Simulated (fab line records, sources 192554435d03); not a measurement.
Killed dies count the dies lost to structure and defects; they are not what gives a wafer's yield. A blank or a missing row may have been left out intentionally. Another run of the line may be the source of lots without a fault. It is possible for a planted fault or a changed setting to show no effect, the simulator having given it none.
A single fault, viewed from 3 desks | flow n5Finfet | what lay behind the numbers comes last; until then each desk has only its own

## THE DEFECT DESK
Inspection counts along the route, by lot: the mean over sampled wafers that carry a number. Any lot whose mean is over 4 standard deviations away from the usual mean is out of limits and marked OUT; that distance is given in the brackets.
Columns: A = rawDefectCount at N5_SD_EPI_N_INSPECT_11, usual 2.2
lot  | first seen here | A
L802 | day 4 05:03     | 2.7
L809 | day 6 03:41     | 0.0
L813 | day 7 01:09     | 1.3
L815 | day 7 13:16     | 2.3
L818 | day 8 06:02     | 2.7
This desk found nothing out of limits on any of the 5 lots.

## TOOL OWNER'S DESK, rieDiel-04
The tool's own readings at N5_SD_EPI_N_ETCH_45 (etches SiOCN in CH3F/O2, target depth 6 nm): means of the sampled wafers that have a number, for each lot that ran on this tool. Any lot whose mean is over 4 standard deviations away from the usual mean is out of limits and marked OUT; that distance is given in the brackets.
Columns: A = CH3F_flow_sccm at N5_SD_EPI_N_ETCH_45, usual 30.01 sccm; B = biasW at N5_SD_EPI_N_ETCH_45, usual 29.00 W; C = drypumpMotorCurrentA at N5_SD_EPI_N_ETCH_45, usual 5.8 A; D = oesProductAu at N5_SD_EPI_N_ETCH_45, usual 0.78 a.u.; E = rfVppV at N5_SD_EPI_N_ETCH_45, usual 127.3 V; F = showerheadPlenumPTorr at N5_SD_EPI_N_ETCH_45, usual 1.97 Torr; G = throttleValvePct at N5_SD_EPI_N_ETCH_45, usual 23.28 %
lot  | first seen here | A     | B     | C   | D    | E     | F    | G
L802 | day 4 05:36     | 30.01 | 29.04 | 5.6 | 0.72 | 126.6 | 1.95 | 23.31
L809 | day 6 04:16     | 30.09 | 29.08 | 5.7 | 0.70 | 128.1 | 1.99 | 23.20
This desk found nothing out of limits on any of the 2 lots.

## THE METROLOGY DESK
What the gauges read, lot by lot, whatever tool the lot ran on: means of the sampled wafers that have a number. Any lot whose mean is over 4 standard deviations away from the usual mean is out of limits and marked OUT; that distance is given in the brackets. Of its 12 readings 7 are shown: those that lie furthest out on some lot.
Columns: A = cdNm at N5_SD_EPI_N_CD_MEAS_09, usual 119.8 nm; B = SD_N_BLK_OVL at N5_SD_EPI_N_OVL_MEAS_10, usual -0.2 nm; C = ION_N at N5_BEOL_M4_RC_MEAS_101, usual 667 uA/um; D = ION_P at N5_BEOL_M4_RC_MEAS_101, usual 460 uA/um; E = SS_N at N5_BEOL_M4_RC_MEAS_101, usual 71.2 mV/dec; F = VT_N at N5_BEOL_M4_RC_MEAS_101, usual 252 mV; G = VT_P at N5_BEOL_M4_RC_MEAS_101, usual -251 mV
lot  | first seen here | A     | B    | C   | D   | E    | F   | G
L802 | day 4 04:59     | 118.6 | 0.0  | 689 | 472 | 70.7 | 248 | -249
L809 | day 6 03:38     | 120.2 | -0.8 | 641 | 451 | 71.2 | 254 | -251
L813 | day 7 01:05     | 119.5 | -0.4 | 665 | 462 | 71.2 | 252 | -248
L815 | day 7 13:13     | 120.6 | 0.7  | 662 | 458 | 71.3 | 252 | -251
L818 | day 8 05:58     | 119.4 | -0.6 | 667 | 461 | 71.3 | 254 | -253
This desk found nothing out of limits on any of the 5 lots.

## TAKEN TOGETHER
The defect desk saw nothing out of limits.
The tool owner's desk saw nothing out of limits.
At the metrology desk, nothing out of limits was observed.

## WHAT THE SIMULATOR HAD INSERTED
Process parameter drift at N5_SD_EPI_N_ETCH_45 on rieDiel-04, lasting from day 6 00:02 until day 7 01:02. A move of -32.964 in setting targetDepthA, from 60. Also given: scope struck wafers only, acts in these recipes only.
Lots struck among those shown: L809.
